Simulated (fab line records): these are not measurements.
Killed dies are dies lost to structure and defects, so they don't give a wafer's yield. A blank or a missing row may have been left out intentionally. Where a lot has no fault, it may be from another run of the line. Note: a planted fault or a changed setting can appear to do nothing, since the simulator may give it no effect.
fab line records -- flow n5_finfet
[record] lots = 5, wafers = 14, last_day = 16
route steps=1938 shown MOL_CONTACT_COAG@567 BEOL_M4@1111 PASSIVATION@1936
lots with no fault: from the same line, run without faults
start_h: start of the lot's first displayed wafer, in hours after the record's first day -- wait_h: how many hours have passed since the lot's step before this one -- " unchanged from the row above -- L1.1+2: several wafers, shown together as one row -- - either no value or no given start -- * or withheld: withheld -- < > ~ a bound
route shown NAME@n: a module of which the file shows steps, and the number in the route of the first -- usual: mean/standard deviation taken from wafers without a fault -- same: alike in all rows -- chamber/n: place in a boat -- sites: readings site by site -- _std_site: standard deviation across them -- _edge_site: outer sites' mean less inner sites' -- radius_mm: for every site, how far away it sits from the centre of the wafer -- mask NAME#n: copy n -- behind: tool/chamber where the wafer was last shaped -- hold: what put the lot on hold/how long, in hours/how the hold closed -- device: which transistor (n, p or np) failed to switch -- end of line: at the end of the route, the tests of the same wafers -- a step given without rows: its recipe and nothing more -- killed: count of dies lost to structure and defects at first sort (not the wafer's yield) -- map: dies across one wafer; x = killed, . = not, _ = none there
set.NAME: setting as actually run; set.NAME@STEP: the setting as run at that earlier step -- model.NAME: the simulator's own value behind a step, which no gauge read
a table for each step, a row for each wafer; lots at some steps of the route
services: the hour from which a tool's chamber was out of use, counted from the record's first day as start_h (under 0 if before that day), plus the number of hours and why
[[steps]]
[step N5_MOL_CONTACT_COAG_COAT_78]
[recipe] resist = CAR-EUV, spin_rpm = 1500, resist_thk_nm = 40
[step N5_MOL_CONTACT_COAG_EBR_80]
[recipe] solvent = PGMEA, ebr_width_mm = 1.5
[step N5_MOL_CONTACT_COAG_SOFTBAKE_79]
[recipe] temp_c = 110, time_s = 60, resist = CAR-EUV
[step N5_MOL_CONTACT_COAG_EXPOSE_81]
[recipe] mask_id = VG, na = 0.33, source_shape = annular, sigma_inner = 0.3, sigma_outer = 0.7, polarization = unpolarized, defocus_nm = 0, dose_mj = 59.5
[step N5_MOL_CONTACT_COAG_PEB_82]
[recipe] peb_temp_c = 100, peb_time_s = 60, resist = CAR-EUV
[step N5_MOL_CONTACT_COAG_DEVELOP_83]
[recipe] develop_time_s = 30, developer = TMAH, resist = CAR-EUV, rinse_liquid = surfactant_rinse, dry = air_spin, dev_temp_c = 23
[step N5_MOL_CONTACT_COAG_DESCUM_88]
[recipe] chemistry = O2, time_s = 7, source_power_w = 50, bias_power_w = 20, pressure_mtorr = 20, rf_frequency_hz = 2.712e+07, temp_c = 40, resist = CAR-EUV, o2_flow_sccm = 225
[step N5_MOL_CONTACT_COAG_ETCH_89]
[recipe] chemistry = N2/H2, target = underlayer, target_depth_a = 130, mask_material = CAR-EUV, time_s = 10.4, ion_energy_ev = 200, pressure_mtorr = 30, source_w = 840, bias_w = 150, n2_flow_sccm = 200, h2_flow_sccm = 200, ends = cleared
[step N5_MOL_CONTACT_COAG_ETCH_90]
[recipe] chemistry = CF4, target = SiARC, target_depth_a = 130, mask_material = CAR-EUV, time_s = 21.7, ion_energy_ev = 80, pressure_mtorr = 40, source_w = 545, bias_w = 36, Ar_flow_sccm = 100, cf4_flow_sccm = 100, ends = cleared
[step N5_MOL_CONTACT_COAG_ALD_131]
[recipe] material = SiO2, target_thk_a = 50, temp_c = 100, ald_precursor_family = BDEAS, ald_co_reactant = O2-plasma, pulse_time_s = 1, co_reactant_pulse_time_s = 1, purge_time_s = 2, co_reactant_purge_time_s = 2, ald_cycles = 35, pressure_torr = 2
[usual] ald_cycles = 35/0, chamber_pressure_Torr = 2.001/0.0046, heater_power_outer_w = 42/5.7, heater_power_w = 80/9.8, precursor_pulse_height_rel = 1.000/0.022, susceptor_temp_C = 99.99/0.15
[same] purge_time_s = 2
lot.wafer,tool,chamber,start_h,wait_h,ald_cycles,chamber_pressure_Torr,heater_power_outer_w,heater_power_w,precursor_pulse_height_rel,since_wet_clean_h,susceptor_temp_C,model.SiO2_of_MOL_CONTACT_COAG_ALD_131.thk_nm
L424.2,ald_sin-03,1,116.01,0.5,35,1.998,32,61,1.014,16,99.68,5
L424.3,ald_sin-03,3,116.01,0.5,35,2.005,45,83,1.035,16,100.00,5
L424.5,ald_sin-03,0,116.01,0.5,35,1.996,55,103,0.991,-,100.06,5
L431.2,ald_sin-03,3,157.97,0.3,35,2.005,44,84,1.012,58,99.78,5
L431.3,ald_sin-03,0,157.97,0.3,24,1.992,55,105,0.991,58,-,3.4
L431.5,ald_sin-03,2,157.97,0.3,35,1.994,38,80,0.992,-,100.33,5
L432.3,ald_sin-03,3,166.45,0.1,24,2.000,43,85,1.038,67,-,3.4
L432.5,ald_sin-03,3,166.45,0.1,35,1.998,46,87,0.991,-,100.05,5
L434.1,ald_sin-03,3,176.92,0.1,35,2.006,45,84,1.007,77,100.01,5
L434.5,ald_sin-03,3,176.92,0.1,35,2.011,45,84,0.939,-,100.15,5
L434.6,ald_sin-03,2,176.92,0.1,24,2.005,36,80,0.976,-,-,3.4
L436.2,ald_sin-01,3,190.75,1.4,35,2.001,35,73,0.991,0,100.31,5
L436.3,ald_sin-01,2,190.75,1.4,35,2.000,36,74,1.028,0,99.77,5
L436.6,ald_sin-01,3,190.75,1.4,35,2.002,37,75,1.024,-,100.22,5
[step N5_MOL_CONTACT_COAG_ETCHBACK_132]
[recipe] chemistry = CHF3, target = SiO2, target_depth_a = 100, time_s = 6.7, ion_energy_ev = 200, pressure_mtorr = 30, source_w = 610, bias_w = 170, Ar_flow_sccm = 200, CHF3_flow_sccm = 50
[step N5_MOL_CONTACT_COAG_ETCH_91]
[recipe] chemistry = N2/H2, target = SOC, target_depth_a = 600, overetch_a = 210, mask_material = SiARC, temp_c = 40, time_s = 101.2, ion_energy_ev = 200, pressure_mtorr = 30, source_w = 840, bias_w = 150, n2_flow_sccm = 200, h2_flow_sccm = 200
[step N5_MOL_CONTACT_COAG_STRIP_92]
[recipe] chemistry = N2/H2, temp_c = 40, n2_flow_sccm = 200, h2_flow_sccm = 200, rf_frequency_hz = 6e+07
[step N5_MOL_CONTACT_COAG_STRIP_93]
[recipe] chemistry = N2/H2, temp_c = 40, n2_flow_sccm = 200, h2_flow_sccm = 200, rf_frequency_hz = 6e+07
[step N5_MOL_CONTACT_COAG_ETCHBACK_135]
[recipe] chemistry = CHF3, target = SiO2, target_depth_a = 250, time_s = 16.7, ion_energy_ev = 200, pressure_mtorr = 30, source_w = 610, bias_w = 170, Ar_flow_sccm = 200, CHF3_flow_sccm = 50
[step N5_MOL_CONTACT_COAG_STRIP_118]
[recipe] chemistry = CHF3, resist = SiARC, rf_frequency_hz = 6e+07
[step N5_MOL_CONTACT_COAG_VIA_ETCH_46]
[recipe] chemistry = C4F6/O2, target_depth_a = 460, overetch_a = 92, mask_material = SOC, target = SiO2, bias_w = 455, pressure_mtorr = 10, time_s = 40, source_w = 325, Ar_flow_sccm = 300, C4F6_flow_sccm = 10, O2_flow_sccm = 10, ion_energy_ev = 575.3, ends = end_point
[step N5_MOL_CONTACT_COAG_STRIP_96]
[recipe] chemistry = N2/H2, power_w = 500, temp_c = 40, pressure_mtorr = 50, rf_frequency_hz = 6e+07, overash_fraction = 0.3, bias_power_w = 28, h2_frac = 0.5, n2_flow_sccm = 300, h2_flow_sccm = 300
[step N5_MOL_CONTACT_COAG_ETCH_47]
[recipe] chemistry = CH3F/O2, target = SiNx, target_depth_a = 270, mask_material = SiO2, stop_on = W, over_etch_frac = 0.2, ion_energy_ev = 120, endpoint = OES-CN, pressure_mtorr = 30, source_w = 395, bias_w = 73, Ar_flow_sccm = 150, CH3F_flow_sccm = 30, O2_flow_sccm = 20, ends = end_point
[step N5_MOL_CONTACT_COAG_STRIP_119]
[recipe] chemistry = N2/H2, time_s = 30, power_w = 1000, temp_c = 250, pressure_mtorr = withheld, n2_flow_sccm = 1750, h2_flow_sccm = 3250
[step N5_MOL_CONTACT_COAG_PRECLEAN_144]
[recipe] chemistry = alkaline_clean, temp_c = 60, time_s = 60, do_ppb = 50
[step N5_MOL_CONTACT_COAG_SRD_145]
[recipe] dry = ipa_marangoni, time_s = 30, temp_c = 23, rinse_liquid = diw
[step N5_MOL_CONTACT_COAG_COAT_62]
[recipe] resist = SOC, temp_c = 250, time_s = 60, spin_rpm = 1500, resist_thk_nm = 60
[step N5_MOL_CONTACT_COAG_COAT_63]
[recipe] resist = SiARC, temp_c = 220, time_s = 60, spin_rpm = 1500, resist_thk_nm = 10
[step N5_MOL_CONTACT_COAG_COAT_64]
[recipe] resist = underlayer, temp_c = 205, time_s = 60, spin_rpm = 1500, resist_thk_nm = 10
[step N5_MOL_CONTACT_COAG_COAT_34]
[recipe] resist = CAR-EUV, spin_rpm = 1500, resist_thk_nm = 40
[step N5_MOL_CONTACT_COAG_EBR_36]
[recipe] solvent = PGMEA, ebr_width_mm = 1.5
[step N5_MOL_CONTACT_COAG_SOFTBAKE_35]
[recipe] temp_c = 110, time_s = 60, resist = CAR-EUV
[step N5_MOL_CONTACT_COAG_EXPOSE_37]
[recipe] mask_id = VD, na = 0.33, source_shape = annular, sigma_inner = 0.3, sigma_outer = 0.7, polarization = unpolarized, defocus_nm = 0, dose_mj = 62
[step N5_MOL_CONTACT_COAG_PEB_38]
[recipe] peb_temp_c = 100, peb_time_s = 60, resist = CAR-EUV
[step N5_MOL_CONTACT_COAG_DEVELOP_39]
[recipe] develop_time_s = 30, developer = TMAH, resist = CAR-EUV, rinse_liquid = surfactant_rinse, dry = air_spin, dev_temp_c = 23
[step N5_MOL_CONTACT_COAG_DESCUM_45]
[recipe] chemistry = O2, time_s = 7, source_power_w = 50, bias_power_w = 20, pressure_mtorr = 20, rf_frequency_hz = 2.712e+07, temp_c = 40, resist = CAR-EUV, o2_flow_sccm = 225
[step N5_MOL_CONTACT_COAG_ETCH_65]
[recipe] chemistry = N2/H2, target = underlayer, target_depth_a = 130, mask_material = CAR-EUV, time_s = 10.4, ion_energy_ev = 200, pressure_mtorr = 30, source_w = 840, bias_w = 150, n2_flow_sccm = 200, h2_flow_sccm = 200, ends = cleared
[step N5_MOL_CONTACT_COAG_ETCH_66]
[recipe] chemistry = CF4, target = SiARC, target_depth_a = 130, mask_material = CAR-EUV, time_s = 21.7, ion_energy_ev = 80, pressure_mtorr = 40, source_w = 545, bias_w = 36, Ar_flow_sccm = 100, cf4_flow_sccm = 100, ends = cleared
[step N5_MOL_CONTACT_COAG_ALD_133]
[recipe] material = SiO2, target_thk_a = 50, temp_c = 100, ald_precursor_family = BDEAS, ald_co_reactant = O2-plasma, pulse_time_s = 1, co_reactant_pulse_time_s = 1, purge_time_s = 2, co_reactant_purge_time_s = 2, ald_cycles = 35, pressure_torr = 2
[step N5_BEOL_M4_RC_MEAS_101]
[usual] DIBL_N = 36.0/2.5, DIBL_P = 36.2/3, IOFF_N = 0.16/0.044, IOFF_P = 0.21/0.049, ION_N = 671/15, ION_P = 461/8.7, SS_N = 71.5/0.72, SS_P = 73.4/0.9, VT_N = 251/4.4, VT_P = -250/4
lot.wafer,tool,chamber,start_h,wait_h,DIBL_N[mV/V],DIBL_P[mV/V],IOFF_N[nA/um],IOFF_P[nA/um],ION_N[uA/um],ION_P[uA/um],SS_N[mV/dec],SS_P[mV/dec],VT_N[mV],VT_P[mV]
L424.2,prober-01,0,190.01,0.9,40.4,40.7,0.26,0.32,694,474,73.0,75.0,243,-246
L424.3,prober-01,0,190.01,0.9,35.1,33.9,0.15,0.18,668,455,71.6,73.3,249,-250
L424.5,prober-01,0,190.01,0.9,36.7,36.1,0.18,0.23,676,466,72.2,73.5,249,-245
L431.2,prober-01,0,233.52,0.2,31.5,31.0,0.10,0.14,656,452,70.4,72.0,257,-256
L431.5,prober-01,0,233.52,0.2,35.3,36.5,0.15,0.22,671,458,71.7,73.0,248,-247
L432.5,prober-02,0,244.93,0.6,33.5,31.9,0.10,0.16,656,463,70.2,73.2,254,-250
L434.1,prober-02,0,260.71,0.0,39.9,37.9,0.20,0.24,672,462,72.0,74.2,244,-251
L434.5,prober-02,0,260.71,0.0,34.0,31.6,0.10,0.15,673,464,71.2,72.5,256,-255
L436.2,prober-01,0,276.84,0.2,37.9,39.9,0.19,0.25,694,472,71.8,74.0,245,-248
L436.3,prober-01,0,276.84,0.2,37.0,38.0,0.18,0.21,679,460,71.5,74.1,246,-252
L436.6,prober-01,0,276.84,0.2,34.7,34.5,0.12,0.16,667,456,71.2,72.4,253,-253
[step N5_PASSIVATION_PROBE_49]
[usual] defect_limited_yield = 91.7/1.4, killed_at_M0_to_M3 = 31/11, killed_at_M4_up = 13/4.6, killed_at_contacts = 13/6.7, killed_at_front_end = 39/9.6, killed_at_other = 3.5/2.8, killed_dies = 98/16, killed_on_rim = 13/4.2, killed_open = 64/11, killed_short = 33/8.5, sort_bin_5_function = 4.9/0.96, sort_bin_6_memory = 3.1/0.59, sort_n_pass = 1080/23, sort_yield_pct = 91.5/1.9
[same] gross_dies = 1180, killed_at_back_side = 0, sort_bin_4_leakage[%] = 0, sort_bin_8_speed[%] = 0
lot.wafer,tool,chamber,start_h,wait_h,defect_limited_yield[%],killed_at_M0_to_M3,killed_at_M4_up,killed_at_contacts,killed_at_front_end,killed_at_other,killed_dies,killed_on_rim,killed_open,killed_short,sort_bin_5_function[%],sort_bin_6_memory[%],sort_n_pass,sort_yield_pct[%]
L424.2,prober-01,-,294.78,0.1,90.3,27,12,22,54,0,115,13,72,41,5.9,3.2,1065,90.3
L424.3,prober-01,-,294.83,0.1,90.3,25,19,23,45,2,114,13,75,38,5.7,3.6,1066,90.3
L424.5,prober-01,-,294.93,0.2,89.9,21,13,36,44,5,119,17,70,49,6.4,3.3,1061,89.9
L431.2,prober-02,-,339.34,0.1,92.3,37,13,10,30,1,91,9,67,23,4.2,3.4,1089,92.3
L431.3,prober-02,-,339.39,0.1,21.5,34,13,841,33,5,926,116,58,30,4.8,2.3,254,21.5
L431.5,prober-02,-,339.49,0.2,89.7,44,16,12,45,4,121,18,72,48,6.6,3.3,1059,89.7
L432.3,prober-01,-,343.71,0.1,21.9,38,25,826,32,1,922,121,65,40,5.8,2.9,258,21.9
L432.5,prober-01,-,343.81,0.2,89.6,50,13,13,45,2,123,13,78,45,6.7,3.1,1057,89.6
L434.1,prober-01,-,362.21,0.0,91.5,30,11,21,33,5,100,15,66,34,5.1,3.2,1080,91.5
L434.5,prober-01,-,362.41,0.2,92.8,22,14,13,36,0,85,7,59,26,4.5,2.5,1095,92.8
L434.6,prober-01,-,362.46,0.3,24.7,24,9,824,31,0,888,116,58,23,4.2,2.4,292,24.7
L436.2,prober-01,-,377.99,0.1,89.9,49,14,26,27,3,119,13,79,40,5.7,3.8,1061,89.9
L436.3,prober-01,-,378.04,0.1,92.5,33,13,12,26,5,89,16,60,29,5.2,2.2,1091,92.5
L436.6,prober-01,-,378.19,0.3,93.1,19,10,16,31,5,81,8,47,34,3.7,2.8,1099,93.1
// killed by level:class
L424.2 MOL_CONTACT_COAG:geometric_particle:open=18 GATE_CUT:geometric_particle:short=17 FIN_SAQP:geometric_particle:short=10 GATE_CUT:geometric_particle:open=10 FIN_SAQP:geometric_particle:open=7 BEOL_M0:geometric_particle:open=7 BEOL_M1:geometric_particle:open=7 BEOL_M4:geometric_particle:open=7
L424.3 MOL_CONTACT_COAG:geometric_particle:open=18 GATE_CUT:geometric_particle:short=9 BEOL_M1:geometric_particle:open=9 BEOL_M4:geometric_particle:open=6 FIN_SAQP:geometric_particle:short=5 DUMMY_GATE:geometric_particle:open=5 GATE_CUT:geometric_particle:open=5 STI_FIN_REVEAL:geometric_particle:open=4
L424.5 MOL_CONTACT_COAG:geometric_particle:open=26 FIN_SAQP:geometric_particle:short=11 MOL_CONTACT_COAG:geometric_particle:short=10 FIN_SAQP:geometric_particle:open=9 GATE_CUT:geometric_particle:open=8 BEOL_M1:geometric_particle:open=5 GATE_CUT:geometric_particle:short=4 BEOL_M1:geometric_particle:short=4
L431.2 BEOL_M0_SAQP:geometric_particle:open=12 FIN_SAQP:geometric_particle:short=9 FIN_SAQP:geometric_particle:open=8 MOL_CONTACT_COAG:geometric_particle:open=8 BEOL_M4:geometric_particle:open=8 BEOL_M1:geometric_particle:open=6 BEOL_M2:geometric_particle:open=6 BEOL_M3:geometric_particle:open=6
L431.3 MOL_CONTACT_COAG:area_ald=838 FIN_SAQP:geometric_particle:short=11 BEOL_M3:geometric_particle:open=11 BEOL_M0_SAQP:geometric_particle:open=10 FIN_SAQP:geometric_particle:open=6 STI_FIN_REVEAL:geometric_particle:open=5 BEOL_M4:geometric_particle:short=4 BEOL_M2:geometric_particle:open=4
L431.5 FIN_SAQP:geometric_particle:short=17 BEOL_M0_SAQP:geometric_particle:short=12 FIN_SAQP:geometric_particle:open=11 BEOL_M2:geometric_particle:open=11 MOL_CONTACT_COAG:geometric_particle:open=10 BEOL_M0_SAQP:geometric_particle:open=9 BEOL_M4:geometric_particle:open=7 STI_FIN_REVEAL:geometric_particle:open=3
L432.3 MOL_CONTACT_COAG:area_ald=817 BEOL_M0_SAQP:geometric_particle:open=11 BEOL_M4:geometric_particle:open=11 BEOL_M0_SAQP:geometric_particle:short=10 FIN_SAQP:geometric_particle:short=8 FIN_SAQP:geometric_particle:open=8 BEOL_M8:geometric_particle:open=8 STI_FIN_REVEAL:geometric_particle:open=6
L432.5 BEOL_M0_SAQP:geometric_particle:short=13 FIN_SAQP:geometric_particle:short=11 BEOL_M0_SAQP:geometric_particle:open=11 STI_FIN_REVEAL:geometric_particle:open=11 FIN_SAQP:geometric_particle:open=10 BEOL_M0:geometric_particle:open=10 MOL_CONTACT_COAG:geometric_particle:open=10 BEOL_M4:geometric_particle:open=6
L434.1 MOL_CONTACT_COAG:geometric_particle:open=16 FIN_SAQP:geometric_particle:short=7 BEOL_M2:geometric_particle:open=7 STI_FIN_REVEAL:geometric_particle:open=6 BEOL_M0_SAQP:geometric_particle:open=6 BEOL_M0_SAQP:geometric_particle:short=6 FIN_SAQP:geometric_particle:open=5 MOL_CONTACT_COAG:geometric_particle:short=5
L434.5 MOL_CONTACT_COAG:geometric_particle:open=12 STI_FIN_REVEAL:geometric_particle:open=9 BEOL_M4:geometric_particle:open=8 BEOL_M0_SAQP:geometric_particle:short=8 BEOL_M2:geometric_particle:open=7 FIN_SAQP:geometric_particle:open=7 FIN_SAQP:geometric_particle:short=6 DUMMY_GATE:geometric_particle:open=4
L434.6 MOL_CONTACT_COAG:area_ald=807 MOL_CONTACT_COAG:geometric_particle:open=16 BEOL_M2:geometric_particle:open=8 FIN_SAQP:geometric_particle:open=6 STI_FIN_REVEAL:geometric_particle:open=6 FIN_SAQP:geometric_particle:short=4 BEOL_M0_SAQP:geometric_particle:open=4 STARTING-WAFER:geometric_particle:short=3
L436.2 MOL_CONTACT_COAG:geometric_particle:open=23 BEOL_M2:geometric_particle:open=16 BEOL_M0_SAQP:geometric_particle:short=13 BEOL_M0_SAQP:geometric_particle:open=10 FIN_SAQP:geometric_particle:short=7 FIN_SAQP:geometric_particle:open=6 DUMMY_GATE:geometric_particle:open=6 BEOL_M2:geometric_particle:short=5
L436.3 BEOL_M2:geometric_particle:open=12 MOL_CONTACT_COAG:geometric_particle:open=10 BEOL_M4:geometric_particle:open=8 FIN_SAQP:geometric_particle:short=5 BEOL_M0_SAQP:geometric_particle:open=5 BEOL_M1:geometric_particle:open=5 STI_FIN_REVEAL:geometric_particle:open=4 FIN_SAQP:geometric_particle:open=3
L436.6 MOL_CONTACT_COAG:geometric_particle:open=11 DUMMY_GATE:geometric_particle:open=6 MOL_CONTACT_COAG:geometric_particle:short=5 BEOL_M3:geometric_particle:short=5 FIN_SAQP:geometric_particle:open=4 FIN_SAQP:geometric_particle:short=4 GATE_CUT:geometric_particle:short=4 STI_FIN_REVEAL:geometric_particle:open=3
// map L431.3 (x killed, . not)
_________________xx.xxxxxxxx.________________
______________xxxxxx..x.xxx.xxxx_____________
___________.x..xx.xx..xxxxxx.xxx.xx__________
__________..xxxxxx.xxxxx.x.xxxxxx..._________
________xx.x..xxxxx.xxx.xxxxx.xx.xxxx._______
_______xx.xxxxxxxxx.xx.xxxxxx.xx..x.x.x______
______xxxxx.xx.xxxxxxxxxxxxxxxxx...xx..._____
_____xxxxxx.xxxx.x.xxxxx.xxx.x..xx.xx.xxx____
____x.xxxxxxxx.xxxxxxxxxxxxxx..xxxxxx.x..x___
___xxxxxxxxxxxxxx..xxxx.x.x.xxxxxx.xxx...xx__
___xxx.xx.xxxxxxx.xxxxxxxxxxx...x.xxxx..xxx__
__xx..x.xx.xx.xxxxx.x.xxxx..xx.x.xxxxx.xxxxx_
__xxxxxxx.xxxxxxxxxxxxx.x..xxxxxx.xxxxxxx.x._
_x.xxx.xxxx.x.xx.xxxxx.x..xxxxxx.xx.xxxxxxxx.
_x.xxxx..xx..xxxx.x.xxxxxx..xx..xxxxxxxxx..xx
_xxxx.xxxxxxxx..xxxxxxxxxxxxxxx.xxxxxxxxxxxxx
_x.xx..xxxxxxxx.x.xxxxxxx..x.x.xxxxxxx.xxxxxx
_xxxxxxxxx.x..xx.xxxxxxxxxxx..xxx.xxxxxxxxxxx
_xxxx.xxxxxxx.xxx.xxxx..xxxx.xxx.xxxxxxxxx.xx
_.xx.xxxxxxxxxxx.x.x..xxxxxxx..xxxxx.xxxx.x.x
_xx.xxxxxxxx.xxxxx.x.xx.xx.xxxxxxxxxxxxxxx.xx
__.x..xxx.xx..xxx.xxxxxxxxxxxxxxxxxxx.xxxx.x_
__xxxx.xxxxxxxxxx.xxxxx.x.xxxxxxx.xxxxxxxxxx_
___x...xx.xxxx..xxxx.xxxxxx.xxx.xx.xxxxxxxx__
___.xxxxxxxx.xxx.xx.xxxxxxxxxxxx.xx.xx.xxxx__
____xxx.xxxxx.xxxxx.x.xx.xx.xx..xx.xxxxxxx___
_____xxxxxxx.xxxxxxx.xxxx.x.xx..x.xxxxx..____
______xx.x.xx.xx.xxxx.xxx.xxxxxxxxxxx.xx_____
_______...x.xxx..xx.x.xxxxxx.xxxxxxx..x______
________xxxxxxxxxxxxxxx.xxxxxxxxxxxxxx_______
__________x.xxxxxxxx....x.xxx.xx.xxx_________
___________xxxxxxx.xxxxxxxxxxxx.xxx__________
______________xx.xxxxxxxxxxxx.xx_____________
_________________x.xx.x.xxx.x________________
// map L432.3 (x killed, . not)
_________________xxx.xx.xxxx.________________
______________xxxxx.xxxxxxxxxxxx_____________
___________xxxxxxxxxx.xxxxxxxxxxxx.__________
__________xxxx.xxxx..xxxx.xx.xxxxxxx_________
________x.xxxxxx.xxx.xx.xxxxxxxxxxxxx._______
_______xxxxx.xxxx.xxxxxxx.xxxxxxxx.xx.x______
______.xxxxxx.xxxxxx..xxxx.xxxxx..xxxxxx_____
_____xxxxxxx.xxxxxxx....x..xxx.xxxxxxxxxx____
____.xxx.xxxxxxxxxxxxxxxx.xxxxxxx.xxxxxxxx___
___xxxxx.xx.xx.xx.xxxxxxxxxxxxx.x.x.xxx.x.x__
___xxxxx..x.xxxx.xxxxxxx..xxxxxxxxxx.xxxxxx__
__xxxx.x.xxxxxxxxxx..x..xxxxxx.xx.x.xxxxx..._
__xx...xxxxxxx.x..xxxxxxxxxxxx.x..x.x.xxxxxx_
_x..xxxxxx..xxx.xx..xxx.xx.x.x.xxxxx.xxx.x.xx
_x.xxx.xxxxxxxxx..x.xxxx...xx.xxx..xxx.x.xxxx
_xxxxxxxxxxxxxxxx.xxxxxx..xxxxxxxxxx.x.xxxxxx
_x..x.xxxxx...x..xxxx.xxxxxxxx.xxx.xxx.xx.x.x
_x...xx..xxxxxxx.xx.xxxxxx.xxxxxxxxxx.xxxxxxx
_.xx.x.x.xx.xx.xxxx.xxxxx...xxx.xxxx..xx.xxxx
_.xxxxxxxxxxxxxxx.xx..xxxxxxxxx.xx.xxxxx.xxx.
_x.xxx.xxxx.xxxxxxxxxx.x...xx.xx.xxx.xxxx..xx
__xxxxxxxxxxx.xxx.xxxxxxx.xxxxxx.xx.xxxxxxx._
__xxx.x.xxxxxx.x.x..x.xxx.xxxxxx.xxxxxxxxx.._
___..xx..xxx.xxxxxxxxxxxxxxxxxx.xxx.xxx.xxx__
___xxxx.x.xxxxxxxxx.x.x..xx.xxx..x..xxxxxxx__
____xxxxxxxxxxx.x.xxxx.xxx.xx.xxx...xx..x.___
_____x.xx.xxxxxxxxx.xxx..xx.xxxxxxxx....x____
______..xxxxxxxxxxxxxxxxx.x.xxxxx.x.x..._____
_______xxx.xxxxx.xxxxx.xxxxxx.xxxxx.xx.______
________xxxxxx.xxx.xx.x.xxxxxxx.x.xxxx_______
__________xxxxxxx.x.xx.xxxx.xxxxxxxx_________
___________xxx.xxxxxxxx..xxx.xxxxxx__________
______________xxxxx.xxx..xxxxx.x_____________
_________________xxxxxxxxxxxx________________
[[services]]
tool,chamber,start_h,hours,kind
ald_sin-01,1,99.03,2.6,repair
ald_sin-03,0,99.74,-,clean
ald_sin-03,1,99.74,-,clean
ald_sin-03,2,99.74,-,clean
ald_sin-03,3,99.74,-,clean
ald_sin-01,2,127.67,1.4,repair
ald_sin-01,-,176.75,14.0,pm
ald_sin-01,0,176.75,14.0,vent_cycle
ald_sin-01,1,176.75,14.0,vent_cycle
ald_sin-01,2,176.75,14.0,vent_cycle
ald_sin-01,3,176.75,14.0,vent_cycle
ald_sin-01,0,190.75,-,clean
ald_sin-01,1,190.75,-,clean
ald_sin-01,2,190.75,-,clean
ald_sin-01,3,190.75,-,clean
[[key]]
[first_sign] step = N5_MOL_CONTACT_COAG_ALD_131, reading = ald_cycles, direction = down, sigmas = 99+, usual = *, struck = *
[effect] step = N5_PASSIVATION_PROBE_49, reading = killed_at_contacts, direction = up, sigmas = 99+, usual = 13, struck = 830
[model_effect] step = N5_MOL_CONTACT_COAG_ALD_131, value = SiO2_of_MOL_CONTACT_COAG_ALD_131.thk_nm, without = 5, struck = 3.4
[more_kills_born_at] N5_MOL_CONTACT_COAG_ALD_131@ald_sin-03 = 2462
met_at N5_MOL_CONTACT_COAG_ALD_131
struck_wafers L431.3,L432.3,L434.6
later_rows_left_out L431.3,L432.3,L434.6
onset_between 116.01 157.97
[fault] kind = process_parameter_drift, tool = ald_sin-03, chamber = -, onset_h = 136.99, steps = N5_MOL_CONTACT_COAG_ALD_131, channel = ald_cycles, offset = *, shape = step, end_h = 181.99, scope = struck_wafers_only, acts_in = *, stated = *
// later_rows_left_out: the simulator's readings of these wafers behind a module that went badly wrong aren't trusted and aren't shown, but for the sort
